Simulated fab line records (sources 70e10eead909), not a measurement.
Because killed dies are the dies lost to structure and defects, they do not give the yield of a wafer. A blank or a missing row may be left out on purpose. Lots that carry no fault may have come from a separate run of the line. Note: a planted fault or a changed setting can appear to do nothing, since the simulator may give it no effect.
Problem report in the 8D (eight disciplines) form, filled by code | flow nandHarc | the parts of the form that need people (team, actions taken, sign-off) are left out

1. WHAT WENT WRONG
Mean of cdNm at NHARC_P_GATE_CD_MEAS_91: 2053.5 nm across 9 wafers in 3 lots; on wafers with no fault it is 1999.7 nm (standard deviation 1.8). Relative to the usual mean, that is a shift of +30 standard deviations.
The step: target cd 2000 nm.
The first sign was on wafer L460.2 at day 9 04:22, on cdSem-01. The record holds 36 wafers of 12 lots with a number at this step. Rule for "out", or "out of limits": more than 4 standard deviations from the usual mean. All remaining wafers that have a number are taken as sound.

2. WHAT IT IS, WHAT IT ISN'T
question                    | is                           | is not
which readings at this step | cdNm                         | -
which lots                  | L460, L464, L466             | L454, L456, L458, L467, L468, L470, L471, L472, L473
which wafers of those lots  | all that have a number       | -
read on which gauges        | cdSem-01, cdSem-02, cdSem-03 | -
when                        | from day 9 04:22             | up to then (9 sound wafers); but 18 sound wafers of L467, L468, L470, L471, L472, L473 came after

3. SUSPECTS, AND WHAT RULES EACH OUT
Counting: any tool at a process step up to the reading is kept as a suspect provided that every lot that is out went through it and no sound lot did after the first of them.
- ruled out: the gauge at NHARC_P_GATE_CD_MEAS_91. 3 gauges (cdSem-01, cdSem-02, cdSem-03) read the wafers that are out.
- plasmaAsher-02 at NHARC_P_GATE_STRIP_76 (strips in O2): ruled out as a lasting fault. Sound lots L468, L470, L472 ran on it after its first lot that is out, L460 (day 9 03:35).
- krfScanner-01 at NHARC_P_GATE_EXPOSE_88 (exposes mask P HVN, target cd 2000 nm): kept. Every lot that is out went through it, starting with L460 (day 9 04:13), and after that it ran no sound lot; the last sound lot it ran before then is L456 (day 7 13:02). Its own readings are out on those wafers: exposureDoseMJCm2.
The count leaves krfScanner-01 at NHARC_P_GATE_EXPOSE_88.

4. THE CAUSE (what the simulator had put in)
Drift in process parameters on krfScanner-01 at NHARC_P_GATE_EXPOSE_88, starting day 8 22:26. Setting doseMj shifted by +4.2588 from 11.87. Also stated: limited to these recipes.
This tool alone remained once counting was done.

5. THE EFFECT CHAIN, in route order
Each row: a reading where the mean over the struck wafers with a number is more than 3 standard deviations away from the usual. Scope: only readings with a usual standard deviation given in the record; hours: median across lots of the time from each lot's start at the first step in this table that gives one to its start at this step; sigmas: change in usual standard deviations.
hours | step                    | reading           | usual     | on struck wafers | change | sigmas
0     | NHARC_P_GATE_EXPOSE_88  | exposureDoseMJCm2 | 11.870    | 16.123           | +4.253 | +99 or more
0     | NHARC_P_GATE_CD_MEAS_91 | cdNm              | 1999.7 nm | 2053.5           | +53.8  | +30
Here are the process steps it includes:
- NHARC_P_GATE_EXPOSE_88: exposes mask P HVN, target cd 2000 nm.

6. HOW IT WOULD HAVE BEEN CAUGHT EARLIER
Counted from the fault's start at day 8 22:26, it took 6 hours until the first out-of-limits reading at a measuring or inspecting step in this record, taken at day 9 04:22.
At NHARC_P_GATE_EXPOSE_88, the tool's own readings (exposureDoseMJCm2) were out on each struck wafer the step has a row for, so an alarm limit on them would have fired on the first such wafer.
Among the 3 lots that are out, L464, L466 began NHARC_P_GATE_EXPOSE_88 on krfScanner-01 after day 9 04:22. A hold on the tool at that time would have spared those 2.
